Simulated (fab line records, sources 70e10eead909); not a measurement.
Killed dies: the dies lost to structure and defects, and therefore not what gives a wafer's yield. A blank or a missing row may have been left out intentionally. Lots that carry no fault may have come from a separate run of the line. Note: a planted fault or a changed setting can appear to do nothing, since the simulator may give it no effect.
Which tool did it? :: flow nand harc :: 24 lots with 72 wafers sampled at 3 steps, on a route of 1302 steps

== WHAT THE GAUGES SHOWED, per wafer ==
NHARC_A_ONON_D2_THK_MEAS_18: measures by ellipsometry.
lot: L074
measured: day 12 18:20
on: film metro-01
thk nm (nm): 1007 1008 1009

lot: L075
measured: day 12 18:19
on: film metro-02
thk nm (nm): 1003 1003 1000

lot: L076
measured: day 13 13:37
on: film metro-02
thk nm (nm): 1010 1011 1011

lot: L077
measured: day 14 04:35
on: film metro-02
thk nm (nm): 980 979 979

lot: L078
measured: day 14 11:20
on: film metro-02
thk nm (nm): 1017 1019 1017

lot: L079
measured: day 14 17:07
on: film metro-02
thk nm (nm): 1004 1002 1006

lot: L080
measured: day 15 06:08
on: film metro-02
thk nm (nm): 998 998 997

lot: L081
measured: day 15 06:08
on: film metro-01
thk nm (nm): 1011 1010 1009

lot: L082
measured: day 16 01:19
on: film metro-01
thk nm (nm): 1002 1002 1003

lot: L083
measured: day 16 01:19
on: film metro-02
thk nm (nm): 1006 1006 1005

lot: L085
measured: day 16 23:29
on: film metro-01
thk nm (nm): 995 993 995

lot: L084
measured: day 16 23:29
on: film metro-01
thk nm (nm): 1017 1015 1015

lot: L086
measured: day 17 13:47
on: film metro-02
thk nm (nm): 986 987 989

lot: L087
measured: day 18 15:07
on: film metro-02
thk nm (nm): 1002 1002 1002

lot: L088
measured: day 18 21:35
on: film metro-02
thk nm (nm): 1004 1005 1003

lot: L089
measured: day 18 21:37
on: film metro-02
thk nm (nm): 997 997 996

lot: L090
measured: day 19 14:57
on: film metro-02
thk nm (nm): 1009 1010 1010

lot: L092
measured: day 19 20:35
on: film metro-01
thk nm (nm): 995 996 994

lot: L091
measured: day 19 20:33
on: film metro-02
thk nm (nm): 994 996 992

lot: L093
measured: day 20 18:25
on: film metro-01
thk nm (nm): 1006 1002 1003

lot: L094
measured: day 21 07:52
on: film metro-01
thk nm (nm): 996 994 996

lot: L095
measured: day 21 17:17
on: film metro-02
thk nm (nm): 1005 1004 1007

lot: L097
measured: day 22 17:13
on: film metro-01
thk nm (nm): 989 987 989

lot: L096
measured: day 22 17:13
on: film metro-02
thk nm (nm): 1020 1021 1019

NHARC_A_CHANNEL_HOLE_D2_CD_MEAS_10: target cd 100 nm.
lot: L074
measured: day 13 00:23
on: cd sem-01
cd nm (nm): 100.6 101.0 100.3

lot: L075
measured: day 13 00:08
on: cd sem-02
cd nm (nm): 100.9 101.0 100.3

lot: L076
measured: day 13 19:19
on: cd sem-03
cd nm (nm): 101.3 100.7 100.5

lot: L077
measured: day 14 09:59
on: cd sem-03
cd nm (nm): 100.2 99.8 100.3

lot: L078
measured: day 14 18:19
on: cd sem-01
cd nm (nm): 99.4 100.5 100.6

lot: L079
measured: day 14 22:33
on: cd sem-01
cd nm (nm): 101.2 100.1 100.5

lot: L080
measured: day 15 11:50
on: cd sem-03
cd nm (nm): 100.6 100.9 100.6

lot: L081
measured: day 15 11:40
on: cd sem-01
cd nm (nm): 99.3 98.7 98.9

lot: L082
measured: day 16 10:17
on: cd sem-01
cd nm (nm): 99.6 100.2 99.6

lot: L083
measured: day 16 10:08
on: cd sem-03
cd nm (nm): 99.7 99.8 99.7

lot: L085
measured: day 17 09:29
on: cd sem-02
cd nm (nm): 99.5 99.7 99.8

lot: L084
measured: day 17 08:08
on: cd sem-02
cd nm (nm): 99.9 100.4 100.0

lot: L086
measured: day 17 22:31
on: cd sem-01
cd nm (nm): 99.7 99.7 99.7

lot: L087
measured: day 18 20:37
on: cd sem-01
cd nm (nm): 99.6 100.4 100.4

lot: L088
measured: day 19 06:55
on: cd sem-01
cd nm (nm): 99.6 99.1 99.6

lot: L089
measured: day 19 08:49
on: cd sem-03
cd nm (nm): 100.1 100.4 100.9

lot: L090
measured: day 19 21:44
on: cd sem-03
cd nm (nm): 100.5 99.9 99.1

lot: L092
measured: day 20 04:29
on: cd sem-03
cd nm (nm): 100.5 100.5 100.8

lot: L091
measured: day 20 02:55
on: cd sem-01
cd nm (nm): 99.8 99.3 99.3

lot: L093
measured: day 20 23:55
on: cd sem-01
cd nm (nm): 101.1 101.1 100.8

lot: L094
measured: day 21 15:07
on: cd sem-01
cd nm (nm): 101.0 100.5 99.9

lot: L095
measured: day 22 00:02
on: cd sem-01
cd nm (nm): 100.3 100.0 100.2

lot: L097
measured: day 23 00:11
on: cd sem-01
cd nm (nm): 100.9 100.6 100.6

lot: L096
measured: day 23 00:41
on: cd sem-01
cd nm (nm): 100.7 99.9 100.3

== EACH LOT AND THE TOOL THAT RAN IT (in order: tool; ch and the chambers of the sampled wafers; start) ==
lot: L074
NHARC_A_CHANNEL_FILL_D1_STRIP_29: rie diel-10 ch 1,3, day 10 16:27

lot: L075
NHARC_A_CHANNEL_FILL_D1_STRIP_29: rie diel-03 ch 0,1, day 12 18:19 or earlier

lot: L076
NHARC_A_CHANNEL_FILL_D1_STRIP_29: rie diel-05 ch 0,1,2, day 13 13:37 or earlier

lot: L077
NHARC_A_CHANNEL_FILL_D1_STRIP_29: rie diel-03 ch 0,1,3, day 14 04:35 or earlier

lot: L078
NHARC_A_CHANNEL_FILL_D1_STRIP_29: rie diel-05 ch 0,2,3, day 14 11:20 or earlier

lot: L079
NHARC_A_CHANNEL_FILL_D1_STRIP_29: rie diel-03 ch 1,2,3, day 14 17:07 or earlier

lot: L080
NHARC_A_CHANNEL_FILL_D1_STRIP_29: rie diel-10 ch 2,3, day 15 06:08 or earlier

lot: L081
NHARC_A_CHANNEL_FILL_D1_STRIP_29: rie diel-10 ch 0,2,3, day 15 06:08 or earlier

lot: L082
NHARC_A_CHANNEL_FILL_D1_STRIP_29: rie diel-05 ch 1,3, day 13 23:04

lot: L083
NHARC_A_CHANNEL_FILL_D1_STRIP_29: rie diel-10 ch 0,1,3, day 16 01:19 or earlier

lot: L085
NHARC_A_CHANNEL_FILL_D1_STRIP_29: rie diel-10 ch 0,1,2, day 16 23:29 or earlier

lot: L084
NHARC_A_CHANNEL_FILL_D1_STRIP_29: rie diel-10 ch 0,3, day 16 23:29 or earlier

lot: L086
NHARC_A_CHANNEL_FILL_D1_STRIP_29: rie diel-05 ch 1,2,3, day 17 13:47 or earlier

lot: L087
NHARC_A_CHANNEL_FILL_D1_STRIP_29: rie diel-10 ch 0,3, day 18 15:07 or earlier

lot: L088
NHARC_A_CHANNEL_FILL_D1_STRIP_29: rie diel-10 ch 0,1,2, day 18 21:35 or earlier

lot: L089
NHARC_A_CHANNEL_FILL_D1_STRIP_29: rie diel-05 ch 0,1, day 16 17:25

lot: L090
NHARC_A_CHANNEL_FILL_D1_STRIP_29: rie diel-05 ch 1,3, day 19 14:57 or earlier

lot: L092
NHARC_A_CHANNEL_FILL_D1_STRIP_29: rie diel-10 ch 1,3, day 19 20:35 or earlier

lot: L091
NHARC_A_CHANNEL_FILL_D1_STRIP_29: rie diel-03 ch 0,1,2, day 19 20:33 or earlier

lot: L093
NHARC_A_CHANNEL_FILL_D1_STRIP_29: rie diel-05 ch 0,1,3, day 20 18:25 or earlier

lot: L094
NHARC_A_CHANNEL_FILL_D1_STRIP_29: rie diel-10 ch 0,1,3, day 21 07:52 or earlier

lot: L095
NHARC_A_CHANNEL_FILL_D1_STRIP_29: rie diel-05 ch 1,3, day 21 17:17 or earlier

lot: L097
NHARC_A_CHANNEL_FILL_D1_STRIP_29: rie diel-05 ch 1,3, day 20 10:07

lot: L096
NHARC_A_CHANNEL_FILL_D1_STRIP_29: rie diel-05 ch 1,3, day 20 11:46
- NHARC_A_CHANNEL_FILL_D1_STRIP_29: strips in O2, time 20 s.

== WHAT THE TOOLS THEMSELVES READ (means of the sampled wafers that have a number; where no wafer has one, the mark that the record gives instead) ==
NHARC_A_CHANNEL_FILL_D1_STRIP_29.
lot: L074
tool: rie diel-10
drypump motor current A (A): 5.62
oes product au (a.u.): 1.014
rf vpp V (V): 58.3
showerhead plenum p Torr (Torr): 3.70
throttle valve pct (%): 17.030

lot: L075
tool: rie diel-03
drypump motor current A (A): 5.66
oes product au (a.u.): 1.002
rf vpp V (V): 57.0
showerhead plenum p Torr (Torr): 3.47
throttle valve pct (%): 17.035

lot: L076
tool: rie diel-05
drypump motor current A (A): 5.78
oes product au (a.u.): 1.015
rf vpp V (V): 57.3
showerhead plenum p Torr (Torr): 3.42
throttle valve pct (%): 17.039

lot: L077
tool: rie diel-03
drypump motor current A (A): 5.77
oes product au (a.u.): 1.007
rf vpp V (V): 57.7
showerhead plenum p Torr (Torr): 3.50
throttle valve pct (%): 17.040

lot: L078
tool: rie diel-05
drypump motor current A (A): 5.60
oes product au (a.u.): 1.015
rf vpp V (V): 57.9
showerhead plenum p Torr (Torr): 3.41
throttle valve pct (%): 17.038

lot: L079
tool: rie diel-03
drypump motor current A (A): 5.46
oes product au (a.u.): 1.009
rf vpp V (V): 57.8
showerhead plenum p Torr (Torr): 3.45
throttle valve pct (%): 17.029

lot: L080
tool: rie diel-10
drypump motor current A (A): 5.56
oes product au (a.u.): 0.995
rf vpp V (V): 57.3
showerhead plenum p Torr (Torr): 3.49
throttle valve pct (%): 17.030

lot: L081
tool: rie diel-10
drypump motor current A (A): 5.42
oes product au (a.u.): 1.005
rf vpp V (V): 56.6
showerhead plenum p Torr (Torr): 3.46
throttle valve pct (%): 17.038

lot: L082
tool: rie diel-05
drypump motor current A (A): 5.63
oes product au (a.u.): 1.009
rf vpp V (V): 57.9
showerhead plenum p Torr (Torr): 3.44
throttle valve pct (%): 17.042

lot: L083
tool: rie diel-10
drypump motor current A (A): 5.45
oes product au (a.u.): 1.011
rf vpp V (V): 58.8
showerhead plenum p Torr (Torr): 3.57
throttle valve pct (%): 17.036

lot: L085
tool: rie diel-10
drypump motor current A (A): 5.39
oes product au (a.u.): 1.007
rf vpp V (V): 58.3
showerhead plenum p Torr (Torr): 3.55
throttle valve pct (%): 17.035

lot: L084
tool: rie diel-10
drypump motor current A (A): 5.30
oes product au (a.u.): 1.002
rf vpp V (V): 57.6
showerhead plenum p Torr (Torr): 3.44
throttle valve pct (%): 17.033

lot: L086
tool: rie diel-05
drypump motor current A (A): 5.75
oes product au (a.u.): 1.010
rf vpp V (V): 57.8
showerhead plenum p Torr (Torr): 3.40
throttle valve pct (%): 17.038

lot: L087
tool: rie diel-10
drypump motor current A (A): 5.27
oes product au (a.u.): 1.003
rf vpp V (V): 57.8
showerhead plenum p Torr (Torr): 3.44
throttle valve pct (%): 17.030

lot: L088
tool: rie diel-10
drypump motor current A (A): 5.39
oes product au (a.u.): 1.000
rf vpp V (V): 57.8
showerhead plenum p Torr (Torr): 3.55
throttle valve pct (%): 17.040

lot: L089
tool: rie diel-05
drypump motor current A (A): 5.66
oes product au (a.u.): 1.009
rf vpp V (V): 57.3
showerhead plenum p Torr (Torr): 3.45
throttle valve pct (%): 17.033

lot: L090
tool: rie diel-05
drypump motor current A (A): 5.64
oes product au (a.u.): 1.020
rf vpp V (V): 56.1
showerhead plenum p Torr (Torr): 3.44
throttle valve pct (%): 17.037

lot: L092
tool: rie diel-10
drypump motor current A (A): 5.63
oes product au (a.u.): 1.000
rf vpp V (V): 57.9
showerhead plenum p Torr (Torr): 3.70
throttle valve pct (%): 17.044

lot: L091
tool: rie diel-03
drypump motor current A (A): 5.55
oes product au (a.u.): 1.005
rf vpp V (V): 57.5
showerhead plenum p Torr (Torr): 3.42
throttle valve pct (%): 17.037

lot: L093
tool: rie diel-05
drypump motor current A (A): 5.65
oes product au (a.u.): 1.001
rf vpp V (V): 57.9
showerhead plenum p Torr (Torr): 3.44
throttle valve pct (%): 17.035

lot: L094
tool: rie diel-10
drypump motor current A (A): 5.44
oes product au (a.u.): 0.999
rf vpp V (V): 57.6
showerhead plenum p Torr (Torr): 3.57
throttle valve pct (%): 17.037

lot: L095
tool: rie diel-05
drypump motor current A (A): 5.64
oes product au (a.u.): 1.014
rf vpp V (V): 57.2
showerhead plenum p Torr (Torr): 3.44
throttle valve pct (%): 17.034

lot: L097
tool: rie diel-05
drypump motor current A (A): 5.65
oes product au (a.u.): 1.014
rf vpp V (V): 58.0
showerhead plenum p Torr (Torr): 3.43
throttle valve pct (%): 17.033

lot: L096
tool: rie diel-05
drypump motor current A (A): 5.79
oes product au (a.u.): 1.018
rf vpp V (V): 57.6
showerhead plenum p Torr (Torr): 3.43
throttle valve pct (%): 17.041

== THE ANSWER, worked out from the rows above alone ==
Rule: the lots themselves supply what counts as usual. Put in order of their means at a reading, lots are off if they are a third of the lots or fewer, leave a main group of 4 or more, and stand apart from it by a gap of 3 or more times the standard deviation of the main group's means; of several such gaps the widest counts. The tables above print the reading to a certain number of digits; a main group whose means all agree to those digits is not used. A lot without any number at a reading at which 4 lots or more have one is off too. The other lots that the step has rows for count as sound. First the gauges in route order, then the tools' own readings, where a lot's mean is used as printed above. At the first step where some lot is off, the reading lying furthest off is the one used; lots without a number count as furthest.
None of the lots is off at any reading shown; this tells nothing.

== WHAT WAS PUT IN BY THE SIMULATOR ==
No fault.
